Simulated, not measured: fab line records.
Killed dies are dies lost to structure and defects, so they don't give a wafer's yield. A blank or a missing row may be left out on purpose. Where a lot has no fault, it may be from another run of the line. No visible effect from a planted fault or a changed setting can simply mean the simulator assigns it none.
The tool behind it: which one?	flow n5-finfet	31 wafers from 11 lots sampled at 6 of the route's 1938 steps

## WHAT EACH GAUGE READ, for each wafer
N5_START_INSPECT_01: inspects for defects (unpatterned scan). Usual: raw-defect-count 5.5, standard deviation 2.4.
lot	measured	on	raw-defect-count	flag
L259	day 1 12:02	defect-inspect-02	11 7 3	
L260	day 1 18:02	defect-inspect-01	7 3 10	
L262	day 2 06:02	defect-inspect-01	3 7 4	
L267	day 3 12:02	defect-inspect-01	5 4 7	
L268	day 3 18:02	defect-inspect-01	9 3	
L270	day 4 06:02	defect-inspect-02	6 6	
L275	day 5 12:02	defect-inspect-01	3 5 8	
L276	day 5 18:02	defect-inspect-01	6 4 5	
L279	day 6 12:02	defect-inspect-02	6 5 6	
L281	day 7 00:02	defect-inspect-01	2 6 9	
L282	day 7 06:02	defect-inspect-01	10 6 3	

N5_WELL_APT_CD_MEAS_25 targets a cd of 200 nm. Usual: cd-nm 199.7 nm, standard deviation 2.1.
lot	measured	on	cd-nm (nm)	flag
L259	day 1 15:16	cd-sem-01	202.2 199.7 201.7	
L260	day 1 20:50	cd-sem-03	195.3 201.8 200.6	
L262	day 2 09:07	cd-sem-01	200.4 201.0 202.5	
L267	day 3 16:01	cd-sem-02	175.2 176.4 201.3	OFF
L268	day 3 21:01	cd-sem-01	173.8 175.8	OFF
L270	day 4 08:51	cd-sem-03	176.7 200.6	OFF
L275	day 5 15:48	cd-sem-01	199.4 199.9 197.7	
L276	day 5 21:13	cd-sem-01	200.3 197.3 200.4	
L279	day 6 14:58	cd-sem-03	200.0 194.4 194.6	
L281	day 7 03:29	cd-sem-02	201.4 202.0 200.9	
L282	day 7 09:29	cd-sem-03	198.8 201.0 202.8	

N5_WELL_APT_OVL_MEAS_26. Usual: PWELL_OVL 3 nm, standard deviation 5.
lot	measured	on	PWELL_OVL (nm)	flag
L259	day 1 15:18	overlay-02	8 7 9	
L260	day 1 20:52	overlay-01	4 8 10	
L262	day 2 09:08	overlay-02	1 -4 -2	
L267	day 3 16:02	overlay-01	11 7 14	
L268	day 3 21:03	overlay-01	3 -3	
L270	day 4 08:53	overlay-02	-2 -3	
L275	day 5 15:50	overlay-02	2 -2 5	
L276	day 5 21:14	overlay-02	3 -3 2	
L279	day 6 15:00	overlay-01	-3 0 2	
L281	day 7 03:31	overlay-01	3 2 1	
L282	day 7 09:31	overlay-01	5 10 7	

N5_PMOS_HMC_CHANNEL_EPI_OVL_MEAS_10. Usual: PMOS_HMC_BLK_OVL -0.4 nm, standard deviation 0.65.
lot	measured	on	PMOS_HMC_BLK_OVL (nm)	flag
L259	day 1 17:28	overlay-02	-0.5 -0.3 0.3	
L260	day 1 23:04	overlay-01	-0.6 -1.3 -1.3	
L262	day 2 11:19	overlay-02	0.5 -0.2 -0.2	
L267	day 3 19:03	overlay-01	0.0 0.6 -0.7	
L268	day 3 23:13	overlay-02	0.1 -1.0	
L270	day 4 11:23	overlay-01	-0.2 0.9	
L275	day 5 18:34	overlay-02	-0.2 -1.2 -0.9	
L276	day 5 23:53	overlay-01	-1.0 -1.9 -0.5	
L279	day 6 17:38	overlay-02	0.4 -1.1 -0.2	
L281	day 7 06:05	overlay-01	0.2 -0.3 -0.2	
L282	day 7 11:41	overlay-01	-1.3 -1.1 -1.8	

N5_BEOL_M4_RC_MEAS_101. Usual: DIBL_N 36.0 mV/V, standard deviation 1.9; DIBL_P 36.0 mV/V, standard deviation 2.1; IOFF_N 0.155 nA/um, standard deviation 0.029; IOFF_P 0.20 nA/um, standard deviation 0.032; ION_N 672 uA/um, standard deviation 11; ION_P 461 uA/um, standard deviation 6.9; SS_N 71.5 mV/dec, standard deviation 0.58; SS_P 73.2 mV/dec, standard deviation 0.64; VT_N 250.4 mV, standard deviation 2.9; VT_P -251.0 mV, standard deviation 2.8.
lot	measured	on	DIBL_N (mV/V)	DIBL_P (mV/V)	IOFF_N (nA/um)	IOFF_P (nA/um)	ION_N (uA/um)	ION_P (uA/um)	SS_N (mV/dec)	SS_P (mV/dec)	VT_N (mV)	VT_P (mV)	flag
L259	day 8 12:22	prober-02	34.5 35.0 35.1	33.8 35.0 34.7	0.124 0.131 0.136	0.16 0.17 0.16	676 659 661	455 446 451	70.4 71.1 70.7	72.2 72.5 72.9	254.2 253.3 251.9	-256.0 -252.8 -257.8	
L260	day 8 17:25	prober-02	36.5 34.5 34.4	35.3 33.6 33.3	0.129 0.114 0.112	0.19 0.18 0.17	654 672 666	452 470 462	71.4 71.0 70.8	73.9 72.9 72.3	254.5 254.6 254.9	-251.4 -251.4 -253.8	
L262	day 8 19:07	prober-02	38.1 39.6 39.5	39.4 40.4 39.7	0.192 0.218 0.213	0.26 0.27 0.27	696 682 705	475 466 478	71.6 72.0 71.0	74.1 73.4 73.7	247.3 244.8 247.4	-244.9 -248.1 -247.3	
L267	day 10 11:44	prober-01	38.1 35.3 37.7	38.0 34.2 37.6	0.178 0.125 0.177	0.22 0.17 0.21	688 671 690	468 459 464	71.8 71.0 71.1	73.3 72.6 73.1	247.4 253.8 247.6	-249.7 -253.8 -250.1	
L268	day 11 00:58	prober-01	36.0 35.7	37.2 36.8	0.153 0.155	0.21 0.22	688 672	469 467	70.9 71.1	74.1 73.8	249.2 250.3	-248.9 -250.4	
L270	day 10 21:57	prober-01	35.5 37.3	34.8 36.5	0.148 0.174	0.20 0.22	677 681	465 468	71.8 71.6	72.5 73.5	250.3 250.7	-251.6 -251.2	
L275	day 12 15:49	prober-02	36.1 38.4 40.0	36.5 39.7 41.4	0.134 0.181 0.216	0.18 0.22 0.26	661 688 681	454 462 465	71.1 71.6 72.0	72.7 74.1 75.0	256.5 251.6 251.1	-253.1 -251.1 -249.7	
L276	day 12 21:11	prober-01	35.9 37.4 35.4	37.6 38.4 37.0	0.158 0.185 0.133	0.19 0.20 0.17	682 674 658	463 457 456	71.7 71.9 71.7	73.3 74.1 73.5	251.3 250.6 255.4	-253.3 -255.3 -255.4	
L279	day 13 15:59	prober-02	38.0 36.2 38.5	36.8 35.3 37.9	0.169 0.148 0.187	0.22 0.20 0.23	676 673 679	469 462 460	72.0 70.9 71.9	73.9 73.6 74.0	249.1 250.4 246.4	-247.3 -249.4 -247.4	
L281	day 14 01:47	prober-01	34.4 33.3 32.8	35.1 33.1 33.0	0.149 0.118 0.119	0.19 0.15 0.16	682 661 674	466 450 462	71.6 71.0 70.4	73.0 72.6 72.9	252.9 255.5 251.2	-249.1 -255.7 -253.9	
L282	day 13 23:31	prober-01	37.5 35.8 38.0	36.0 34.7 36.4	0.179 0.147 0.173	0.23 0.20 0.24	672 678 657	465 460 450	71.6 71.1 71.5	73.9 72.9 73.8	248.6 251.6 248.6	-246.8 -250.3 -252.1	

## WHAT TOOL EACH LOT RAN ON (gives the tool, then ch and the chambers of the sampled wafers, and finally the start)
lot	N5_WELL_APT_EXPOSE_22
L259	krf-scanner-01 ch 0, day 1 15:07
L260	krf-scanner-01 ch 0, day 1 20:40
L262	krf-scanner-02 ch 0, day 2 08:56
L267	krf-scanner-01 ch 0, day 3 15:50
L268	krf-scanner-01 ch 0, day 3 20:50
L270	krf-scanner-01 ch 0, day 4 08:41
L275	krf-scanner-02 ch 0, day 5 15:38
L276	krf-scanner-02 ch 0, day 5 21:02
L279	krf-scanner-01 ch 0, day 6 14:48
L281	krf-scanner-02 ch 0, day 7 03:19
L282	krf-scanner-01 ch 0, day 7 09:19
- N5_WELL_APT_EXPOSE_22: exposes mask PWELL, defocus 0 nm, target cd 200 nm.

## WHAT THE TOOLS THEMSELVES READ (means of the sampled wafers that have a number; where no wafer has one, the mark that the record gives instead)
The record holds no such reading with a usual standard deviation.

## THE ANSWER, worked out from the rows above alone
Rule: take the mean of a lot's wafers that have a number; if it is more than 3 standard deviations from the usual mean, the lot is off. A lot without any number at a reading at which 4 lots or more have one is off too. All remaining lots with rows at the step are treated as sound. After the gauges, taken in route order, come the tools' own readings; for these a lot's mean is taken, as printed above. The first step at which some lot is off is used, and at that step the reading that is off furthest; a lot without a number counts as furthest.
Off: L267, L268, L270, at N5_WELL_APT_CD_MEAS_25 (cd-nm).
A tool fits if, at a process step before that reading, it ran every lot that is off, and no sound lot after the first of them. The gauges at N5_WELL_APT_CD_MEAS_25 are tried like those tools. No candidate that was tried fits.

## WHAT HAD BEEN PUT IN BY THE SIMULATOR
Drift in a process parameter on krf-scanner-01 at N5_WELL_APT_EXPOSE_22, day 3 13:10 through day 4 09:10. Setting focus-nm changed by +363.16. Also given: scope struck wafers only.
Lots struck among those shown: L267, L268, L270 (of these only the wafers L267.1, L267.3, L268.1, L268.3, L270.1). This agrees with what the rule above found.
